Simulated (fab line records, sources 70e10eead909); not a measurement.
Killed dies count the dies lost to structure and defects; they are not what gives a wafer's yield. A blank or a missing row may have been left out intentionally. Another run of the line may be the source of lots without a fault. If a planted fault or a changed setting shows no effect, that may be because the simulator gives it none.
fab line records	flow nand-harc
record lots=6	wafers=17	last-day=32
route steps=1302 shown A_CONTACT@1016 END@1302
lots that met no fault: from a run of the same line without faults
start-h: start of the lot's first displayed wafer, in hours after the record's first day	wait-h: hours elapsed since this lot's preceding step	" same as the row above	L1.1+2: one row covering several wafers at once	- value missing, or start not given	* or withheld: withheld	< > ~ a bound
route shown NAME@n: NAME is a module with steps in the file, n the number in the route of the first one	usual: mean/standard deviation of fault-free wafers	same: alike in all rows	chamber/n: place in a boat	sites: the reading at each site	_std_site: their standard deviation	_edge_site: the outer-site mean with the inner-site mean subtracted	radius-mm: for every site, how far away it sits from the centre of the wafer	mask NAME#n: copy n	behind: tool/chamber where the wafer was last shaped	hold: why the lot was held/for how many hours/how that ended	device: transistor that didn't switch, given as n, p or np	end of line: tests of these same wafers at the route's end	a step without rows: its recipe alone	killed: dies lost to structure and defects at the first sort, not the wafer's yield	map: shows each die of a wafer: x if killed, . if not, _ if none is there
set.NAME: the setting the step ran with; set.NAME@STEP: the setting that earlier step ran with	model.NAME: the simulator's own value behind a step, which no gauge read
lots at selected steps of the route; one table per step, one row per wafer
services: from which hour (start-h, from the record's first day; less than 0 if before it) a tool's chamber was out of use, for how many hours, and why
## steps
# step NHARC_A_CONTACT_ETCH_122
# recipe source-w=withheld	pressure-mtorr=20	bias-v=3000	time-s=190	target-depth-a=18500	ar-flow-sccm=withheld	c4f8-flow-sccm=withheld	o2-flow-sccm=withheld	chemistry=C4F8/O2/Ar
lot.wafer	tool	chamber	start-h	wait-h	rf-hours-counter-h
L237.1	har-cap-etch-03	1	502.50	0.1	41
L237.4	"	1	"	"	-
L237.5	"	0	"	"	-
L238.1	har-cap-etch-03	1	515.47	0.2	44
L238.3	"	1	"	"	-
L238.4	"	0	"	"	-
L241.4	har-cap-etch-02	1	558.20	0.2	-
L241.5	"	1	"	"	-
L241.6	"	0	"	"	-
L248.4	har-cap-etch-02	0	639.49	0.2	-
L248.6	"	1	"	"	-
L248.5	"	0	"	"	-
L249.4	har-cap-etch-01	1	650.04	0.1	-
L249.5	"	0	"	"	-
L255.1	har-cap-etch-02	0	688.54	0.2	127
L255.2	"	1	"	"	127
L255.5	"	0	"	"	-
# step NHARC_A_CONTACT_ETCH_123
# recipe source-w=withheld	pressure-mtorr=20	bias-v=400	time-s=490	target-depth-a=21100	ar-flow-sccm=withheld	c4f8-flow-sccm=11.5	o2-flow-sccm=7.2	chemistry=C4F8/O2/Ar
# step NHARC_A_CONTACT_ETCH_90
# recipe target-depth-a=400	over-etch-frac=0.5	time-s=85.7	ion-energy-ev=120	ch3f-flow-sccm=50	o2-flow-sccm=30	ar-flow-sccm=200	rf-w=500	bias-w=100	chemistry=CH3F/O2
# step NHARC_A_CONTACT_ETCH_96
# recipe target-depth-a=200	over-etch-frac=0.5	time-s=10	ion-energy-ev=250	c4f6-flow-sccm=25	o2-flow-sccm=20	ar-flow-sccm=500	rf-w=600	bias-w=500	chemistry=C4F6/O2
# step NHARC_A_CONTACT_CD_MEAS_53
# usual cd-nm=289.7/0.58
lot.wafer	tool	chamber	start-h	wait-h	cd-nm
L237.1	cd-sem-03	-	503.84	-	289.5
L237.4	"	-	"	"	289.1
L237.5	"	-	"	"	289.5
L238.1	cd-sem-01	-	517.07	-	289.7
L238.3	"	-	"	"	290.1
L238.4	"	-	"	"	290.1
L241.4	cd-sem-02	-	559.74	-	288.9
L241.5	"	-	"	"	289.0
L241.6	"	-	"	"	289.0
L248.4	cd-sem-03	-	641.07	-	289.6
L248.5	"	-	"	"	289.1
L248.6	"	-	"	"	289.4
L249.4	cd-sem-02	-	651.57	-	290.4
L249.5	"	-	"	"	290.1
L255.1	cd-sem-02	-	690.13	-	288.7
L255.2	"	-	"	"	289.7
L255.5	"	-	"	"	289.0
# step NHARC_A_CONTACT_STRIP_99
# recipe n2-flow-sccm=150	h2-flow-sccm=150	ar-flow-sccm=0	bias-w=0	chemistry=N2/H2
# step NHARC_A_CONTACT_STRIP_100
# recipe cf4-flow-sccm=100	chf3-flow-sccm=30	ar-flow-sccm=0	bias-w=0	chemistry=CF4/CHF3
# step NHARC_A_CONTACT_STRIP_101
# recipe o2-flow-sccm=400	cos-flow-sccm=20	ar-flow-sccm=0	bias-w=0	chemistry=O2/COS
# step NHARC_A_CONTACT_ETCH_102
# recipe target-depth-a=1000	overetch-a=100	time-s=55	ion-energy-ev=100	cf4-flow-sccm=80	o2-flow-sccm=20	ar-flow-sccm=0	rf-w=300	bias-w=100	chemistry=CF4/O2
# step NHARC_A_CONTACT_STRIP_55
# recipe o2-flow-sccm=500	ar-flow-sccm=0	bias-w=0	chemistry=O2
# step NHARC_A_CONTACT_STRIP_56
# recipe time-s=600	temp-c=30	chemistry=post-etch-residue-remover
# step NHARC_A_CONTACT_DEP_57
# recipe target-thk-a=53000	temp-c=400	material=aC
# usual throttle-valve-pct=35.000/0.0096
lot.wafer	tool	chamber	start-h	wait-h	throttle-valve-pct
L237.1	acl-dep-02	0	504.79	-	34.984
L237.4	"	0	506.40	-	34.993
L237.5	"	0	"	"	35.001
L238.1	acl-dep-02	0	518.30	-	34.997
L238.3	"	0	519.36	-	34.993
L238.4	"	0	"	"	34.990
L241.4	acl-dep-02	0	566.59	-	35.004
L241.5	"	0	"	"	34.992
L241.6	"	0	"	"	35.005
L248.4	acl-dep-03	0	647.10	-	35.010
L248.5	"	0	"	"	34.994
L248.6	"	0	"	"	34.984
L249.4	acl-dep-03	0	654.68	-	35.004
L249.5	"	0	"	"	35.007
L255.1	acl-dep-01	0	691.50	-	35.005
L255.2	"	0	"	"	35.018
L255.5	"	0	693.64	-	35.012
# step NHARC_A_CONTACT_DEP_58
# recipe target-thk-a=900	target-thk-nm=90	temp-c=400	pressure-torr=3.5	flow-sccm=200	rf-w=350	material=SiON
# usual heater-power-w=745/91
lot.wafer	tool	chamber	start-h	wait-h	heater-power-w
L237.1	pecvd-01	0	508.06	2.7	691
L237.5	"	2	"	"	754
L237.4	"	0	"	"	689
L238.3	pecvd-04	1	521.50	1.6	786
L238.1	"	0	"	"	722
L238.4	"	0	"	"	571
L241.4	pecvd-02	0	568.31	1.2	804
L241.5	"	1	"	"	732
L241.6	"	2	"	"	665
L248.5	pecvd-04	0	648.84	0.7	689
L248.4	"	1	"	"	758
L248.6	"	2	"	"	912
L249.4	pecvd-04	1	656.41	1.2	776
L249.5	"	2	"	"	805
L255.2	pecvd-01	1	695.00	2.4	718
L255.1	"	2	"	"	781
L255.5	"	0	"	"	598
# step NHARC_A_CONTACT_DEHYDRATE_59
# recipe temp-c=150	time-s=120
# step NHARC_A_CONTACT_HMDS_60
# recipe time-s=30
# step NHARC_A_CONTACT_COAT_61
# recipe temp-c=260	time-s=75
# step NHARC_A_CONTACT_COAT_62
# recipe temp-c=225	time-s=65
# step NHARC_A_CONTACT_COAT_63
# recipe spin-rpm=1500	resist-thk-nm=90
# step NHARC_A_CONTACT_SOFTBAKE_64
# recipe temp-c=105	time-s=55
# step NHARC_A_CONTACT_EBR_65
# step NHARC_A_CONTACT_EXPOSE_66
# recipe na=1.35	sigma-outer=0.8	dose-mj=59.02	mask-id=A_CC_2
# step NHARC_A_CONTACT_PEB_67
# recipe peb-temp-c=100	peb-time-s=65
# step NHARC_A_CONTACT_DEVELOP_68
# recipe develop-time-s=35	dev-temp-c=23
# step NHARC_A_CONTACT_CD_MEAS_69
# recipe target-cd-nm=300	landing-energy-ev=500
# usual cd-nm=299.9/0.38
lot.wafer	tool	chamber	start-h	wait-h	cd-nm
L237.1	cd-sem-02	0	508.63	-	299.7
L237.4	"	0	"	"	299.8
L237.5	"	0	"	"	300.2
L238.1	cd-sem-01	0	522.22	-	300.3
L238.3	"	0	"	"	300.2
L238.4	"	0	"	"	299.9
L241.4	cd-sem-01	0	568.96	-	299.8
L241.5	"	0	"	"	300.4
L241.6	"	0	"	"	299.5
L248.4	cd-sem-03	0	649.36	-	299.8
L248.5	"	0	"	"	299.4
L248.6	"	0	"	"	299.5
L249.4	cd-sem-01	0	656.93	-	299.4
L249.5	"	0	"	"	300.0
L255.1	cd-sem-01	0	695.72	-	300.1
L255.2	"	0	"	"	300.4
L255.5	"	0	"	"	300.1
# step NHARC_A_CONTACT_OVL_MEAS_70
# usual overlay-x-nm=-0.3/0.88	overlay-y-nm=0.0/0.86
lot.wafer	tool	chamber	start-h	wait-h	overlay-x-nm	overlay-y-nm
L237.1	overlay-01	-	508.72	-	0.7	-0.1
L237.4	"	-	"	"	0.4	0.4
L237.5	"	-	"	"	1.0	0.1
L238.1	overlay-02	-	522.31	-	-1.6	0.3
L238.3	"	-	"	"	-1.5	0.5
L238.4	"	-	"	"	-1.9	0.0
L241.4	overlay-02	-	569.04	-	0.2	-0.6
L241.5	"	-	"	"	0.2	-0.3
L241.6	"	-	"	"	-0.2	-0.7
L248.4	overlay-02	-	649.44	-	-1.2	-0.9
L248.5	"	-	"	"	-0.9	-1.1
L248.6	"	-	"	"	-1.0	-0.5
L249.4	overlay-01	-	657.01	-	-0.3	0.7
L249.5	"	-	"	"	0.4	0.3
L255.1	overlay-01	-	695.81	-	-1.0	-0.2
L255.2	"	-	"	"	-1.1	-0.7
L255.5	"	-	"	"	-0.7	-0.1
# step NHARC_A_CONTACT_INSPECT_71
# usual raw-defect-count=81/34
lot.wafer	tool	chamber	start-h	wait-h	raw-defect-count
L237.1	defect-inspect-02	-	508.75	0.0	99
L237.4	"	-	"	"	86
L237.5	"	-	"	"	89
L238.1	defect-inspect-01	-	522.35	0.0	116
L238.3	"	-	"	"	121
L238.4	"	-	"	"	117
L241.4	defect-inspect-01	-	569.07	0.0	51
L241.5	"	-	"	"	63
L241.6	"	-	"	"	46
L248.4	defect-inspect-02	-	649.48	0.0	24
L248.5	"	-	"	"	29
L248.6	"	-	"	"	25
L249.4	defect-inspect-02	-	657.04	0.0	17
L249.5	"	-	"	"	19
L255.1	defect-inspect-01	-	695.85	0.0	81
L255.2	"	-	"	"	73
L255.5	"	-	"	"	73
# step NHARC_A_CONTACT_DESCUM_74
# recipe time-s=3	o2-flow-sccm=200	ar-flow-sccm=0	bias-power-w=0	chemistry=O2
# step NHARC_A_CONTACT_ETCH_75
# recipe target-depth-a=390	over-etch-frac=0.3	time-s=65	ion-energy-ev=80	cf4-flow-sccm=150	ar-flow-sccm=0	rf-w=300	bias-w=100	chemistry=CF4
# step NHARC_A_CONTACT_ETCH_76
# recipe target-depth-a=2600	over-etch-frac=0.3	time-s=475.3	ion-energy-ev=200	n2-flow-sccm=150	h2-flow-sccm=150	ar-flow-sccm=0	rf-w=400	bias-w=150	chemistry=N2/H2
# usual drypump-motor-current-A=5.8/0.43	oes-product-au=0.998/0.0082	rf-vpp-V=430.7/2.2	showerhead-plenum-p-Torr=2.05/0.07	throttle-valve-pct=14.171/0.0084
# same over-etch-frac=0.3
lot.wafer	tool	chamber	start-h	wait-h	drypump-motor-current-A	oes-product-au	rf-hours-counter-h	rf-vpp-V	showerhead-plenum-p-Torr	throttle-valve-pct
L237.4	rie-diel-12	3	-	-	6.1	0.991	17	427.5	1.97	14.184
L237.1	"	0	"	"	5.0	0.990	16	428.9	1.97	14.176
L237.5	"	0	"	"	5.0	0.987	-	427.8	1.97	14.178
L238.4	rie-diel-07	3	-	-	5.6	1.002	7	432.8	2.15	14.183
L238.3	"	0	"	"	6.3	0.999	8	427.3	1.94	14.176
L238.1	"	1	"	"	5.9	0.991	8	433.7	2.12	14.165
L241.4	rie-diel-12	1	-	-	5.5	0.994	29	429.7	2.07	14.169
L241.5	"	1	"	"	5.5	0.996	-	430.5	2.07	14.175
L241.6	"	2	"	"	5.5	0.994	-	431.2	2.09	14.174
L248.4	rie-diel-11	1	-	-	6.2	1.002	13	432.2	2.10	14.167
L248.5	"	2	"	"	6.1	1.000	-	431.1	2.07	14.170
L248.6	"	3	"	"	5.0	1.004	-	429.3	1.99	14.177
L249.4	rie-diel-11	3	-	-	5.0	0.999	15	428.5	1.99	14.180
L249.5	"	0	"	"	6.3	1.004	-	430.8	2.08	14.172
L255.1	rie-diel-11	0	-	-	6.3	1.018	30	431.2	2.07	14.164
L255.2	"	2	"	"	6.1	1.006	30	430.5	2.06	14.164
L255.5	"	0	"	"	6.3	1.018	-	431.6	2.07	14.188
# step NHARC_A_CONTACT_ETCH_77
# recipe target-depth-a=1089	time-s=54.5	cf4-flow-sccm=100	chf3-flow-sccm=30	ar-flow-sccm=0	rf-w=500	bias-w=200	chemistry=CF4/CHF3
# usual drypump-motor-current-A=5.8/0.42	oes-product-au=0.940/0.023	rf-vpp-V=370.9/1.9	showerhead-plenum-p-Torr=1.58/0.048	throttle-valve-pct=16.802/0.0095
lot.wafer	tool	chamber	start-h	wait-h	drypump-motor-current-A	oes-product-au	rf-hours-counter-h	rf-vpp-V	showerhead-plenum-p-Torr	throttle-valve-pct
L237.4	rie-diel-12	1	-	-	5.5	0.929	13	371.2	1.60	16.805
L237.1	"	2	"	"	5.4	0.919	16	372.5	1.61	16.804
L237.5	"	1	"	"	5.5	0.933	-	371.7	1.60	16.814
L238.3	rie-diel-07	1	-	-	5.9	0.935	8	373.7	1.63	16.814
L238.1	"	2	"	"	6.1	0.924	7	371.4	1.59	16.817
L238.4	"	3	"	"	5.6	0.924	7	373.2	1.65	16.802
L241.4	rie-diel-12	3	-	-	6.1	0.918	34	368.3	1.52	16.813
L241.6	"	0	"	"	5.0	0.919	-	368.4	1.52	16.817
L241.5	"	1	"	"	5.5	0.921	-	371.2	1.60	16.804
L248.4	rie-diel-11	1	-	-	6.2	0.932	13	372.3	1.62	16.791
L248.5	"	3	"	"	5.0	0.919	-	368.5	1.54	16.816
L248.6	"	0	"	"	6.3	0.936	-	370.8	1.60	16.816
L249.4	rie-diel-11	3	-	-	5.0	0.983	15	368.6	1.54	16.805
L249.5	"	1	"	"	6.2	0.979	-	372.6	1.61	16.797
L255.1	rie-diel-11	2	-	-	6.1	0.917	30	371.8	1.59	16.798
L255.2	"	3	"	"	5.0	0.921	29	369.1	1.54	16.809
L255.5	"	0	"	"	6.3	0.941	-	370.1	1.60	16.805
# step NHARC_A_CONTACT_ETCH_78
# recipe target-depth-a=53000	over-etch-frac=0.3	time-s=1378	ion-energy-ev=150	o2-flow-sccm=400	cos-flow-sccm=20	ar-flow-sccm=0	rf-w=500	bias-w=300	chemistry=O2/COS
# step NHARC_A_CONTACT_ETCH_124
# recipe source-w=withheld	pressure-mtorr=20	bias-v=withheld	time-s=140	target-depth-a=7000	ar-flow-sccm=withheld	c4f8-flow-sccm=withheld	o2-flow-sccm=withheld	chemistry=C4F8/O2/Ar
# step NHARC_A_CONTACT_ETCH_125
# recipe source-w=withheld	pressure-mtorr=20	bias-v=3000	time-s=197	target-depth-a=19180	ar-flow-sccm=withheld	c4f8-flow-sccm=withheld	o2-flow-sccm=withheld	chemistry=C4F8/O2/Ar
lot.wafer	tool	chamber	start-h	wait-h	rf-hours-counter-h
L237.1	har-cap-etch-02	1	510.58	0.2	91
L237.4	"	1	"	"	-
L237.5	"	1	"	"	-
L238.1	har-cap-etch-03	0	524.39	0.2	45
L238.3	"	0	"	"	-
L238.4	"	1	"	"	-
L241.4	har-cap-etch-02	0	571.87	0.2	-
L241.5	"	1	"	"	-
L241.6	"	0	"	"	-
L248.4	har-cap-etch-01	1	651.34	0.2	-
L248.5	"	1	"	"	-
L248.6	"	0	"	"	-
L249.4	har-cap-etch-02	0	659.02	0.2	-
L249.5	"	0	"	"	-
L255.1	har-cap-etch-02	1	697.72	0.2	128
L255.2	"	0	"	"	128
L255.5	"	0	"	"	-
# step NHARC_A_CONTACT_ETCH_126
# recipe source-w=withheld	pressure-mtorr=20	bias-v=3000	time-s=197	target-depth-a=19180	ar-flow-sccm=withheld	c4f8-flow-sccm=withheld	o2-flow-sccm=withheld	chemistry=C4F8/O2/Ar
# step NHARC_A_CONTACT_ETCH_127
# recipe source-w=withheld	pressure-mtorr=20	bias-v=3000	time-s=197	target-depth-a=19180	ar-flow-sccm=withheld	c4f8-flow-sccm=withheld	o2-flow-sccm=withheld	chemistry=C4F8/O2/Ar
# step NHARC_A_CONTACT_ETCH_128
# recipe source-w=withheld	pressure-mtorr=20	bias-v=3000	time-s=197	target-depth-a=19180	ar-flow-sccm=withheld	c4f8-flow-sccm=withheld	o2-flow-sccm=withheld	chemistry=C4F8/O2/Ar
# step NHARC_A_CONTACT_ETCH_129
# recipe source-w=withheld	pressure-mtorr=20	bias-v=3000	time-s=197	target-depth-a=19180	ar-flow-sccm=withheld	c4f8-flow-sccm=withheld	o2-flow-sccm=withheld	chemistry=C4F8/O2/Ar
# step NHARC_A_CONTACT_ETCH_130
# recipe source-w=withheld	pressure-mtorr=20	bias-v=3000	time-s=197	target-depth-a=19180	ar-flow-sccm=withheld	c4f8-flow-sccm=withheld	o2-flow-sccm=withheld	chemistry=C4F8/O2/Ar
# step NHARC_A_CONTACT_ETCH_131
# recipe source-w=withheld	pressure-mtorr=20	bias-v=3000	time-s=197	target-depth-a=19180	ar-flow-sccm=withheld	c4f8-flow-sccm=withheld	o2-flow-sccm=withheld	chemistry=C4F8/O2/Ar
# step NHARC_A_CONTACT_ETCH_132
# recipe source-w=withheld	pressure-mtorr=20	bias-v=3000	time-s=197	target-depth-a=19240	ar-flow-sccm=withheld	c4f8-flow-sccm=withheld	o2-flow-sccm=withheld	chemistry=C4F8/O2/Ar
# step NHARC_A_CONTACT_ETCH_133
# recipe source-w=withheld	pressure-mtorr=20	bias-v=400	time-s=374	target-depth-a=16100	ar-flow-sccm=withheld	c4f8-flow-sccm=11.5	o2-flow-sccm=7.2	chemistry=C4F8/O2/Ar
# step NHARC_A_CONTACT_ETCH_91
# recipe target-depth-a=400	over-etch-frac=0.5	time-s=85.7	ion-energy-ev=120	ch3f-flow-sccm=50	o2-flow-sccm=30	ar-flow-sccm=200	rf-w=500	bias-w=100	chemistry=CH3F/O2
# step NHARC_END_SORT_01
# recipe temp-c=25
# usual killed-at-array=58/15	killed-at-other=0.8/1.2	killed-at-periphery=3.5/2.5	killed-dies=62/15	killed-open=3.2/1.7	killed-short=2.4/1.5
# same gross-dies=677
lot.wafer	tool	chamber	start-h	wait-h	killed-at-array	killed-at-other	killed-at-periphery	killed-dies	killed-open	killed-short
L248.5	prober-02	0	711.26	3.7	663	0	5	668	3	6
L249.5	prober-01	0	726.69	3.7	647	1	7	655	6	3
# killed by level:class
L248.5 A_CONTACT:area-dep=633 A_CHANNEL_HOLE_D1:chamber-film-flake=7 A_SLIT:chamber-film-flake=4 A_CHANNEL_FILL_D2:geometric-particle:short=3 A_CHANNEL_FILL_D1:chamber-film-flake=3 A_DECK1_JOINT:chamber-film-flake=3 A_CONTACT:chamber-film-flake=3 P_GATE:chamber-film-flake=2
L249.5 A_CONTACT:area-dep=612 A_CONTACT:chamber-film-flake=7 A_STAIRCASE:chamber-film-flake=6 A_SLIT:chamber-film-flake=6 A_CHANNEL_HOLE_D1:chamber-film-flake=5 A_BONDPAD:chamber-film-flake=4 P_GATE:chamber-film-flake=3 P_GATE:geometric-particle:open=2
# map L248.5 (x killed, . not)
____________x____________
_________xxxxxxx_________
_______xxxxxxxxxxx_______
______xxxxxxxxxxxxx______
_____xxxxxxxxxxxxxxx_____
____xxxxxxxxxxxxxxxxx____
____xxxxxxxxx.xxxxxxx____
___xxxxxxxxxxxxxxxxxxx___
___xxxxxxxxxxxxxxxxxxx___
__xxxxxxxxxxxxxxxxxxxxx__
__xxxxxxxxxxxxxxxxxxxxx__
_xxxxxxxxxxxxxxxxxxxxxxx_
_xxxxxxxxxxxxxxxxxxxxxxx_
_xxxxxxxxxxxxxxxxxxxxxxx_
_xxxxxxxxxxxxxxxxxxxxxxx_
_xxxxxxxxxxxxxxxxxxxxxxx_
xxxxxxxxxxxxxxxxxxxx.xxxx
xxxxxxxxxxxxxxxxxxxxxxxxx
xxxxxxxxxxxxxxxxxxxxxxxxx
xxxxxxxxxxxxxxxxxxxxxx.xx
xxxxxxxxxxxxxxxxxxxxxx.xx
_xxxxxxxxxxxxxxxxxxxxxxx_
_xxxxxxxxxxxxxxxxxxxxxx._
_xxxxxxxxxxxxxxxxxxxx.xx_
_xxxxxxxxxxxxxxxxxxxxxxx_
_xxxxxxxxxxxxxxxxxxxxxxx_
__xxxxxxxxxxxxxxxxxxxxx__
__xxxxxxxxxxxxxxxxxxxxx__
___xxxxxxxxxxxxxxxxxxx___
___xxxxxxxxxxxxxxxxxxx___
____xxxxxxxxxxxxxxxxx____
____xxxxxxxxxxxxxxxx.____
_____xxxxx.xxxxxxxxx_____
______xxxxxxxxxxxxx______
_______xxxxxx.xxxx_______
_________xxxxxxx_________
____________x____________
# map L249.5 (x killed, . not)
____________x____________
_________xxxxxxx_________
_______xxxxxxxx.xx_______
______xxxxxxxxxxxxx______
_____xxxxxxxxxxxxxxx_____
____xxxxxxxxxxxxxxxxx____
____xxxxxxxxxxxxxxxxx____
___xxxxxxxxxxxxxxxxxx.___
___xxxxxxxxxxxxxxxxxxx___
__xxxxxxxxxxxxxxxxxxxxx__
__xxxxxxxxxxxxxxxxxxxxx__
_xxxxxxxxxxxxxxxxxxxxxxx_
_xxxxxxxxxxxxxxxxxxxxxxx_
_xxxxxxxxxxxxxxxxxxxxxxx_
_xxxxxxxxxxxxxxxxxxxxxxx_
_xxxxxxxxxxxxxxxxxxxxxxx_
xxxxxxxxxxxxxxxxxxxxxxxx.
xxxxxxxxxxxxxxxxxxxxx.xxx
xxxxxxxxxxxxxxxxxxxxxx.xx
xxxxxxxxxxxxxxxxxxxxxxxx.
xxxxxxxxxxxxxxxxxxxxxxxxx
_xxxxxxxxxxxxxxxxxxxxxxx_
_xxxxxxxxxxxxxxxxxxxxxxx_
_xxxxxxxxxxxxxxxxxxxxx.x_
_xxxxxxxxxxxxxxxxxxx.xxx_
_xxxxxxxxxxxxxxxxxxxxxxx_
__xxxxxxxxxxxxxxxxxx.x.__
__xxxxxxxxxxxxxxxxxxx.x__
___xxxxxxxxxxxxxxx.xx.___
___xxxxxxxxxxxxxxxx..x___
____xxxxxxxxxxxxxxxxx____
____xxxxxxxxxxxxxx...____
_____xxxxxxxxxxxxxxx_____
______xxxxxxxxxxxx.______
_______xxxxxxxxxxx_______
_________xxx..xx_________
____________.____________
## services
tool	chamber	start-h	hours	kind
acl-dep-03	-	483.13	13.0	pm
rie-diel-11	2	488.06	1.5	repair
pecvd-01	-	492.43	13.0	pm
har-cap-etch-01	-	497.00	17.0	pm
har-cap-etch-03	-	497.54	0.5	repair
pecvd-01	0	515.57	7.1	repair
pecvd-04	-	525.46	1.0	repair
pecvd-04	-	533.62	0.5	repair
rie-diel-12	3	562.56	6.0	repair
rie-diel-11	3	579.65	3.0	repair
pecvd-04	-	605.56	0.6	repair
acl-dep-02	-	609.09	13.0	pm
rie-diel-11	-	609.54	9.0	pm
har-cap-etch-01	-	610.08	0.4	repair
rie-diel-12	-	622.57	9.0	pm
har-cap-etch-01	-	630.10	2.5	repair
pecvd-04	-	631.00	13.0	pm
rie-diel-07	-	648.31	9.0	pm
har-cap-etch-03	-	654.22	0.4	repair
pecvd-01	2	658.08	21.1	repair
acl-dep-03	-	664.18	13.0	pm
rie-diel-11	1	673.45	4.3	repair
pecvd-01	-	673.57	13.0	pm
rie-diel-12	-	693.04	1.3	repair
## key
first-sign step=NHARC_END_SORT_01	reading=killed-dies	direction=up	sigmas=40	usual=62	struck=662
effect step=NHARC_END_SORT_01	reading=killed-at-array	direction=up	sigmas=39	usual=58	struck=655
more-kills-born-at NHARC_A_CONTACT_DEP_58@pecvd-04=1245
met-at NHARC_A_CONTACT_DEP_58
struck-wafers L248.5,L249.5
later-rows-left-out L248.5,L249.5
tester-left-out L248,L249
onset-between 521.50 648.84
fault kind=process-parameter-drift	tool=pecvd-04	chamber=-	onset-h=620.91	steps=NHARC_A_CONTACT_DEP_58	channel=target-thk-a	offset=*	shape=step	end-h=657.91	scope=struck-wafers-only	acts-in=*	stated=*
# tester-left-out: of these lots the tester's yield and bins aren't shown, on N5 and GAA mostly nor the transistor test; their killed dies are dies lost to structure and defects alone, not to doping, threshold or leakage, so they don't give the yield
# later-rows-left-out: the simulator's readings of these wafers behind a module that went badly wrong aren't trusted and aren't shown, but for the sort
